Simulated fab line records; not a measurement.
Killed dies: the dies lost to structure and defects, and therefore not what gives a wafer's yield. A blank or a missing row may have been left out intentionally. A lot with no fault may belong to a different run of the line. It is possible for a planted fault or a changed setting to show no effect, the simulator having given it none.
Matching of chambers -- flow n5_finfet -- rie_diel-04 running N5_BEOL_M10_ETCH_65: 4 sister chambers
The step etches SiARC in CF4, target depth 39 nm, time 65 s. 14 wafers are shown with their chamber, then 7 later ones without.

== WAFERS, EACH WITH ITS CHAMBER ==
wafer,chamber,showerhead_plenum_p_Torr (Torr),oes_product_au (a.u.),throttle_valve_pct (%)
L075.3,3,2.18,0.60,15.67
L075.4,1,2.09,0.72,15.75
L075.6,0,2.16,0.70,15.47
L074.1,0,2.16,0.72,15.48
L074.2,2,2.07,0.77,15.52
L074.4,3,2.18,0.60,15.70
L076.2,1,2.09,0.71,15.77
L076.3,2,2.07,0.75,15.54
L076.5,0,2.16,0.71,15.49
L078.1,2,2.07,0.75,15.54
L078.2,1,2.09,0.71,15.77
L078.6,0,2.16,0.70,15.49
L082.1,2,2.06,0.74,15.54
L082.3,0,2.16,0.70,15.54

SIGNATURES (means of the wafers above)
reading,chamber 0,chamber 1,chamber 2,chamber 3,scatter within a chamber
showerhead_plenum_p_Torr,2.1600,2.0900,2.0675,2.1800,0.00274
oes_product_au,0.7060,0.7133,0.7525,0.6000,0.00928
throttle_valve_pct,15.4940,15.7633,15.5350,15.6850,0.0198
Rule: for a wafer and a chamber, the distance is found by dividing, reading by reading, the gap between the wafer's reading and the chamber's mean by the reading's scatter, squaring, summing and taking the root. If the next closest chamber is less than 2 further off than the closest, the wafer can't be placed; otherwise it belongs to the closest. The scatter is the square root of a quotient: the sum, over the shown wafers, of each reading's squared deviation from its chamber's mean, divided by wafers minus chambers.

== WAFERS MISSING THEIR CHAMBER ==
wafer,showerhead_plenum_p_Torr (Torr),oes_product_au (a.u.),throttle_valve_pct (%)
L082.4,2.09,0.69,15.79
L089.3,2.08,0.68,15.83
L089.4,2.17,0.79,15.26
L089.6,2.15,0.68,15.55
L093.1,2.06,0.71,15.62
L093.3,2.17,0.78,15.25
L093.4,2.15,0.68,15.54

== CHAMBER TAKEN BY EACH ==
wafer,from the rows above,in truth
L082.4,1,1
L089.3,1,1
L089.4,0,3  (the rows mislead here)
L089.6,0,0
L093.1,2,2
L093.3,0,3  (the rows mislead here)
L093.4,0,0
Correct placement for 5 of the 7. Can't be placed from these rows: 0. Placed wrongly: 2.
